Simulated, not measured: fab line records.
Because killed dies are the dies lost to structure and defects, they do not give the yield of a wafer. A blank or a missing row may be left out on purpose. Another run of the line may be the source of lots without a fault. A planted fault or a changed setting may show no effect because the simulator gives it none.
fab line records	flow n5-finfet
record lots=11	wafers=31	last-day=20
route steps=1938 shown BEOL_M9@1404 BEOL_M10@1470 PASSIVATION@1936
lots untouched by any fault: they come from a run of this same line in which no faults occurred
start-h: the number of hours between the record's first day and the start of the first shown wafer of the lot	wait-h: time in hours since the lot's previous step	" unchanged from the row above	L1.1+2: a row that stands for several wafers	- no value, or no start was given	* or withheld: withheld	< > ~ a bound
route shown NAME@n: NAME is a module with steps in the file, n the number in the route of the first one	usual: mean/standard deviation of fault-free wafers	same: alike in all rows	chamber/n: place in a boat	sites: the reading at each site	_std_site: the values' standard deviation	_edge_site: mean of outer sites minus mean of inner sites	radius-mm: how far each site lies from the wafer's centre	mask NAME#n: copy n	behind: tool/chamber where the wafer was last shaped	hold: what put the lot on hold/how long, in hours/how the hold closed	device: transistor that didn't switch, given as n, p or np	end of line: tests run on the same wafers once the route is complete	for a step that has no rows: nothing shown but its recipe	killed: not the wafer's yield, but the dies lost to structure and defects at the first sort	map: shows each die of a wafer: x if killed, . if not, _ if none is there
set.NAME: the run value of the setting; set.NAME@STEP: its run value at that earlier step	model.NAME: the simulator's own value behind a step, which no gauge read
steps of the route over a sample of lots; a table a step, a row a wafer
services: from which hour (start-h, from the record's first day; less than 0 if before it) a tool's chamber was out of use, for how many hours, and why
## steps
# step N5_BEOL_M9_PECVD_70
# recipe material=SiO2	target-thk-a=200	temp-c=400	precursor=TEOS/O2	pressure-torr=5.5	rf-w=450	teos-flow-sccm=53.8	gas=O2	flow-sccm=3000	time-s=22.7
# usual heater-power-w=724/92	showerhead-plenum-p-Torr=8.77/0.045	throttle-valve-pct=22.2/1.5
lot.wafer	tool	chamber	start-h	wait-h	heater-power-w	showerhead-plenum-p-Torr	throttle-valve-pct
L322.1	pecvd-04	0	288.31	0.0	896	8.75	22.0
L322.4	"	2	"	"	656	8.78	21.1
L322.6	"	1	"	"	744	8.81	25.5
L323.3	pecvd-02	1	294.80	0.0	797	8.82	23.0
L323.5	"	2	"	"	538	8.75	20.3
L323.6	"	0	"	"	731	8.73	22.1
L327.1	pecvd-04	0	307.26	0.0	845	8.75	22.0
L327.5	"	1	"	"	672	8.81	24.9
L324.2	pecvd-02	1	318.64	0.0	711	8.81	22.9
L324.4	"	0	"	"	701	8.74	22.2
L324.6	"	2	"	"	546	8.76	20.3
L328.5	pecvd-04	0	320.15	0.1	898	8.78	21.6
L328.6	"	1	"	"	752	8.81	25.4
L331.1	pecvd-03	0	334.24	0.0	741	8.79	22.3
L331.2	"	2	"	"	805	8.70	20.1
L331.3	"	1	"	"	707	8.82	23.6
L330.2	pecvd-03	1	349.54	0.0	641	8.83	23.8
L330.4	"	2	"	"	817	8.69	20.1
L330.5	"	1	"	"	635	8.82	23.8
L333.2	pecvd-03	2	360.77	0.0	738	8.68	20.0
L333.3	"	1	"	"	715	8.83	23.5
L333.5	"	0	"	"	650	8.79	22.5
L336.2	pecvd-03	2	387.17	0.0	760	8.68	20.1
L336.4	"	2	"	"	740	8.68	20.2
L336.5	"	0	"	"	774	8.80	22.2
L338.1	pecvd-03	2	401.44	0.0	841	8.67	20.3
L338.4	"	2	"	"	824	8.69	20.2
L338.6	"	0	"	"	773	8.79	22.4
L342.2	pecvd-02	0	411.78	0.0	720	8.75	22.2
L342.3	"	1	"	"	727	8.84	22.6
L342.4	"	0	"	"	743	8.72	22.0
# step N5_BEOL_M9_PRE_CLEAN_45
# recipe gas=H2/He	time-s=30	temp-c=250
# usual heater-power-w=329/29
lot.wafer	tool	chamber	start-h	wait-h	heater-power-w
L322.1	pvd-sputter-02	-	292.54	0.0	319
L322.4	"	-	"	"	396
L322.6	"	-	"	"	316
L323.3	pvd-sputter-03	-	299.83	0.0	295
L323.5	"	-	"	"	296
L323.6	"	-	"	"	317
L327.1	pvd-sputter-01	-	312.02	0.0	335
L327.5	"	-	"	"	336
L328.5	pvd-sputter-01	-	326.44	0.0	332
L328.6	"	-	"	"	347
L324.2	pvd-sputter-03	-	326.69	0.0	330
L324.4	"	-	"	"	297
L324.6	"	-	"	"	302
L331.1	pvd-sputter-01	-	338.74	0.0	314
L331.2	"	-	"	"	330
L331.3	"	-	"	"	319
L330.2	pvd-sputter-02	-	353.69	0.0	395
L330.4	"	-	"	"	314
L330.5	"	-	"	"	314
L333.2	pvd-sputter-01	-	366.39	0.0	319
L333.3	"	-	"	"	342
L333.5	"	-	"	"	346
L336.2	pvd-sputter-03	-	393.01	0.0	317
L336.4	"	-	"	"	300
L336.5	"	-	"	"	327
L338.1	pvd-sputter-01	-	405.42	0.0	336
L338.4	"	-	"	"	316
L338.6	"	-	"	"	316
L342.2	pvd-sputter-01	-	420.95	0.0	322
L342.3	"	-	"	"	325
L342.4	"	-	"	"	325
# step N5_BEOL_M9_CMP_52
# recipe stop-on=SiCOH_lowk	t-overpolish-s=7	down-force-psi=1	platen-rpm=50	clearing-platen-down-force-psi=1.5	clearing-platen-rpm=50	post-cmp-clean=cu-alkaline	target-thk-nm=140	clearing-platen-pad-velocity-m-s=0.99484	pad-velocity-m-s=0.99484
# usual barrier-field-endpoint-s=28.8/0.85	motor-current-A=6.3/0.43	slurry-filter-dp-kPa=13.50/0.13
lot.wafer	tool	chamber	start-h	wait-h	barrier-field-endpoint-s	motor-current-A	slurry-filter-dp-kPa
L322.1	cmp-02	3	293.89	0.3	29.3	6.5	13.54
L322.4	"	1	"	"	29.5	6.7	13.56
L322.6	"	3	"	"	28.7	6.3	13.64
L323.3	cmp-02	0	301.76	0.2	29.2	6.4	13.47
L323.6	"	2	"	"	28.4	6.2	13.56
L323.5	"	3	"	"	29.0	6.3	13.50
L327.1	cmp-04	1	315.21	0.3	26.6	6.2	13.51
L327.5	"	3	"	"	25.2	6.1	13.58
L328.5	cmp-02	1	327.82	0.2	29.6	6.6	13.50
L328.6	"	2	"	"	25.7	6.2	13.53
L324.2	cmp-04	3	328.33	0.2	28.2	6.2	13.59
L324.4	"	0	"	"	29.1	6.4	13.51
L324.6	"	3	"	"	29.0	6.1	13.40
L331.1	cmp-04	2	342.62	0.3	27.6	6.1	13.43
L331.2	"	3	"	"	28.4	6.0	13.67
L331.3	"	0	"	"	29.9	5.9	13.45
L330.2	cmp-02	0	355.17	0.3	30.5	6.2	13.46
L330.4	"	1	"	"	29.6	6.9	13.52
L330.5	"	3	"	"	28.9	5.9	13.35
L333.2	cmp-01	0	367.95	0.2	27.9	6.2	13.54
L333.3	"	1	"	"	28.9	6.5	13.70
L333.5	"	1	"	"	28.0	6.5	13.46
L336.4	cmp-02	2	394.32	0.1	28.2	6.4	13.34
L336.2	"	1	"	"	28.1	6.8	13.40
L336.5	"	3	"	"	27.6	6.4	13.53
L338.4	cmp-01	3	406.60	0.1	28.9	6.8	13.29
L338.1	"	1	"	"	28.0	6.9	13.62
L338.6	"	3	"	"	29.5	7.0	13.59
L342.4	cmp-01	2	422.57	0.2	30.1	5.5	13.82
L342.3	"	3	"	"	29.9	6.4	13.42
L342.2	"	0	"	"	29.4	6.1	13.48
# step N5_BEOL_M9_DEP_56
# recipe material=SiCN	target-thk-a=150	temp-c=withheld	precursor=3MS/NH3	pressure-torr=3	rf-w=202	time-s=26.5
# usual showerhead-plenum-p-Torr=3.663/0.009	throttle-valve-pct=9.0/0.55
lot.wafer	tool	chamber	start-h	wait-h	showerhead-plenum-p-Torr	throttle-valve-pct
L322.1	pecvd-02	0	294.25	0.0	3.657	8.8
L322.4	"	1	"	"	3.669	9.5
L322.6	"	0	"	"	3.658	9.1
L323.3	pecvd-02	0	302.04	0.0	3.652	8.9
L323.5	"	2	"	"	3.659	8.2
L323.6	"	1	"	"	3.675	9.4
L327.1	pecvd-02	1	315.49	0.0	3.671	9.4
L327.5	"	0	"	"	3.658	8.8
L328.5	pecvd-03	1	328.04	0.0	3.673	9.4
L328.6	"	2	"	"	3.644	8.1
L324.2	pecvd-04	0	328.69	0.0	3.663	8.9
L324.4	"	1	"	"	3.669	10.3
L324.6	"	2	"	"	3.667	8.6
L331.1	pecvd-02	0	342.93	0.0	3.649	8.9
L331.2	"	2	"	"	3.655	8.2
L331.3	"	1	"	"	3.682	9.0
L330.2	pecvd-04	2	355.49	0.0	3.670	8.4
L330.4	"	1	"	"	3.670	10.1
L330.5	"	0	"	"	3.660	8.8
L333.2	pecvd-02	1	368.32	0.0	3.676	9.2
L333.3	"	0	"	"	3.653	8.9
L333.5	"	1	"	"	3.673	9.1
L336.2	pecvd-02	0	394.69	0.0	3.657	8.9
L336.4	"	1	"	"	3.672	9.3
L336.5	"	0	"	"	3.658	9.1
L338.1	pecvd-03	1	406.96	0.0	3.664	9.6
L338.4	"	0	"	"	3.665	9.1
L338.6	"	2	"	"	3.641	8.5
L342.2	pecvd-03	2	422.88	0.0	3.653	8.1
L342.3	"	0	"	"	3.664	9.4
L342.4	"	0	"	"	3.674	8.8
# step N5_BEOL_M10_ILD_DEP_00
# recipe material=SiCOH_lowk	target-thk-a=3085.1	temp-c=300	precursor=DEMS/porogen	pressure-torr=5	rf-w=500	time-s=58
# usual heater-power-w=331/44	showerhead-plenum-p-Torr=5.733/0.018	throttle-valve-pct=13.9/0.8
lot.wafer	tool	chamber	start-h	wait-h	heater-power-w	showerhead-plenum-p-Torr	throttle-valve-pct
L322.1	pecvd-04	1	294.38	0.0	286	5.738	15.4
L322.4	"	2	"	"	281	5.736	13.0
L322.6	"	0	"	"	392	5.740	13.5
L323.3	pecvd-04	2	302.18	0.0	325	5.745	13.0
L323.5	"	1	"	"	330	5.747	15.6
L323.6	"	2	"	"	328	5.740	12.9
L327.1	pecvd-01	1	315.62	0.0	368	5.760	14.2
L327.5	"	2	"	"	357	5.710	13.3
L328.5	pecvd-01	0	328.19	0.1	361	5.720	14.4
L328.6	"	2	"	"	352	5.696	13.3
L324.2	pecvd-01	0	328.83	0.0	336	5.723	14.5
L324.4	"	2	"	"	354	5.713	13.2
L324.6	"	0	"	"	334	5.713	14.5
L331.1	pecvd-01	1	343.07	0.0	356	5.756	14.4
L331.2	"	2	"	"	361	5.705	13.4
L331.3	"	0	"	"	357	5.722	14.8
L330.2	pecvd-02	2	355.62	0.0	196	5.722	12.4
L330.4	"	1	"	"	362	5.776	14.1
L330.5	"	0	"	"	301	5.723	13.8
L333.2	pecvd-01	0	368.47	0.0	356	5.727	14.6
L333.3	"	1	"	"	404	5.747	14.4
L333.5	"	2	"	"	376	5.708	13.1
L336.2	pecvd-01	1	394.83	0.0	348	5.743	14.2
L336.4	"	0	"	"	346	5.712	14.8
L336.5	"	2	"	"	359	5.713	13.1
L338.1	pecvd-01	2	407.09	0.0	348	5.713	13.2
L338.4	"	1	"	"	319	5.768	14.3
L338.6	"	0	"	"	333	5.703	14.6
L342.2	pecvd-04	2	423.02	0.0	314	5.743	13.1
L342.3	"	0	"	"	370	5.736	13.5
L342.4	"	2	"	"	313	5.749	13.2
# step N5_PASSIVATION_PROBE_49
# usual defect-limited-yield=91.4/1.4	killed_at_M0_to_M3=34/9.1	killed_at_M4_up=14/5.2	killed-at-contacts=12/6.4	killed-at-front-end=38/11	killed-at-other=3.7/2.8	killed-dies=102/17	killed-open=68/13	killed-short=32/7.8	sort_bin_5_function=5.1/1	sort_bin_6_memory=3.2/0.66	sort-n-pass=1076/19	sort-yield-pct=91.2/1.6
# same gross-dies=1180	killed-at-back-side=0	sort_bin_4_leakage[%]=0	sort_bin_8_speed[%]=0
lot.wafer	tool	chamber	start-h	wait-h	defect-limited-yield[%]	killed_at_M0_to_M3	killed_at_M4_up	killed-at-contacts	killed-at-front-end	killed-at-other	killed-dies	killed-open	killed-short	sort_bin_5_function[%]	sort_bin_6_memory[%]	sort-n-pass	sort-yield-pct[%]
L324.2	prober-02	-	391.20	0.1	91.1	27	18	9	47	4	105	73	32	5.0	3.6	1075	91.1
L324.4	prober-02	-	391.30	0.2	89.5	24	21	31	48	0	124	89	35	6.6	3.6	1056	89.5
L324.6	prober-02	-	391.40	0.3	90.9	19	18	20	48	2	107	78	29	5.9	2.8	1073	90.9
L333.2	prober-02	-	432.09	0.1	92.2	45	8	5	32	2	92	60	31	3.7	3.2	1088	92.2
L333.3	prober-02	-	432.14	0.1	90.4	45	17	9	34	8	113	70	38	5.9	3.5	1067	90.4
L333.5	prober-02	-	432.24	0.2	93.1	33	8	7	26	8	82	49	28	4.2	2.5	1098	93.1
L336.2	prober-01	-	449.17	0.1	92.4	28	17	21	23	1	90	67	22	4.7	2.7	1090	92.4
L336.4	prober-01	-	449.27	0.2	92.1	37	18	5	32	1	93	65	28	4.7	2.9	1087	92.1
L336.5	prober-01	-	449.32	0.2	91.1	47	14	23	21	0	105	65	39	5.6	3.1	1075	91.1
# killed by level:class
L324.2 STI_FIN_REVEAL:geometric-particle:open=18 FIN_SAQP:geometric-particle:open=8 MOL_CONTACT_COAG:geometric-particle:open=8 BEOL_M4:geometric-particle:open=7 GATE_CUT:geometric-particle:short=5 BEOL_M1:geometric-particle:open=5 BEOL_M2:geometric-particle:open=5 BEOL_M5:geometric-particle:open=4
L324.4 MOL_CONTACT_COAG:geometric-particle:open=24 FIN_SAQP:geometric-particle:open=11 STI_FIN_REVEAL:geometric-particle:open=8 BEOL_M5:geometric-particle:open=8 DUMMY_GATE:geometric-particle:open=7 MOL_CONTACT_COAG:geometric-particle:short=7 BEOL_M0_SAQP:geometric-particle:short=6 BEOL_M0_SAQP:geometric-particle:open=6
L324.6 FIN_SAQP:geometric-particle:open=19 MOL_CONTACT_COAG:geometric-particle:open=18 FIN_SAQP:geometric-particle:short=7 STI_FIN_REVEAL:geometric-particle:open=7 BEOL_M0_SAQP:geometric-particle:short=6 DUMMY_GATE:geometric-particle:open=5 BEOL_M5:geometric-particle:open=4 BEOL_M3:geometric-particle:open=4
L333.2 BEOL_M0_SAQP:geometric-particle:open=17 BEOL_M2:geometric-particle:open=9 STI_FIN_REVEAL:geometric-particle:short=8 DUMMY_GATE:geometric-particle:open=8 BEOL_M0_SAQP:geometric-particle:short=8 STI_FIN_REVEAL:geometric-particle:open=5 BEOL_M3:geometric-particle:open=5 MOL_CONTACT_COAG:geometric-particle:open=4
L333.3 BEOL_M2:geometric-particle:open=17 FIN_SAQP:geometric-particle:short=14 BEOL_M0_SAQP:geometric-particle:open=9 MOL_CONTACT_COAG:geometric-particle:open=8 GATE_CUT:geometric-particle:short=7 BEOL_M1:geometric-particle:open=7 BEOL_M4:geometric-particle:open=5 BEOL_M0_SAQP:geometric-particle:short=4
L333.5 BEOL_M2:geometric-particle:open=9 BEOL_M0_SAQP:geometric-particle:short=9 DUMMY_GATE:geometric-particle:open=7 BEOL_M0_SAQP:geometric-particle:open=7 MOL_CONTACT_COAG:geometric-particle:open=5 FIN_SAQP:geometric-particle:short=3 STI_FIN_REVEAL:geometric-particle:short=3 BEOL_M3:geometric-particle:open=3
L336.2 MOL_CONTACT_COAG:geometric-particle:open=16 BEOL_M2:geometric-particle:open=13 STI_FIN_REVEAL:geometric-particle:open=6 BEOL_M4:geometric-particle:open=6 MOL_CONTACT_COAG:geometric-particle:short=5 FIN_SAQP:geometric-particle:short=4 GATE_CUT:geometric-particle:open=4 BEOL_M0_SAQP:geometric-particle:short=4
L336.4 BEOL_M0_SAQP:geometric-particle:open=13 BEOL_M0_SAQP:geometric-particle:short=9 BEOL_M2:geometric-particle:open=8 FIN_SAQP:geometric-particle:open=7 BEOL_M5:geometric-particle:open=7 GATE_CUT:geometric-particle:short=6 DUMMY_GATE:geometric-particle:open=5 MOL_CONTACT_COAG:geometric-particle:open=4
L336.5 MOL_CONTACT_COAG:geometric-particle:open=17 BEOL_M0_SAQP:geometric-particle:short=12 BEOL_M0_SAQP:geometric-particle:open=8 MOL_CONTACT_COAG:geometric-particle:short=6 BEOL_M1:geometric-particle:open=6 BEOL_M2:geometric-particle:short=6 BEOL_M2:geometric-particle:open=5 GATE_CUT:geometric-particle:short=4
## services
tool	chamber	start-h	hours	kind
cmp-02	-	278.14	6.8	pm
pecvd-01	0	280.33	2.1	scheduled-down
pecvd-03	0	283.05	2.1	scheduled-down
cmp-04	-	283.36	2.0	repair
cmp-01	-	286.09	2.0	repair
pecvd-02	0	297.53	2.1	scheduled-down
pecvd-01	1	309.14	5.5	scheduled-down
cmp-04	-	309.70	0.3	repair
pecvd-04	0	310.70	5.5	scheduled-down
cmp-02	-	316.58	2.1	repair
cmp-01	-	351.23	0.9	repair
pecvd-02	2	359.96	-	clean
pecvd-02	2	359.96	29.5	scheduled-down
pecvd-02	2	359.96	29.5	vent-cycle
pecvd-04	0	377.57	5.4	repair
cmp-01	-	385.15	1.7	repair
cmp-01	-	392.53	4.0	pm
cmp-01	-	396.53	-	consumable-replace:conditioner
cmp-01	-	396.53	-	consumable-replace:pad
pecvd-02	-	400.28	6.0	pm
pecvd-04	1	404.41	5.5	scheduled-down
cmp-04	-	412.24	1.4	repair
## key
first-sign step=N5_BEOL_M9_CMP_52	reading=barrier-field-endpoint-s	direction=down	sigmas=4	usual=28.8	struck=25.5
effect none on later readings
met-at N5_BEOL_M9_PECVD_70
struck-lots L327,L328
struck-wafers L327.5,L328.6
not-acting-at N5_BEOL_M9_PRE_CLEAN_45,N5_BEOL_M9_DEP_56,N5_BEOL_M10_ILD_DEP_00
onset-between 288.31 307.26
fault kind=process-parameter-drift	tool=pecvd-04	chamber=1	onset-h=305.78	steps=N5_BEOL_M9_PECVD_70	channel=time-s	offset=*	shape=step	acts-in=*	stated=*
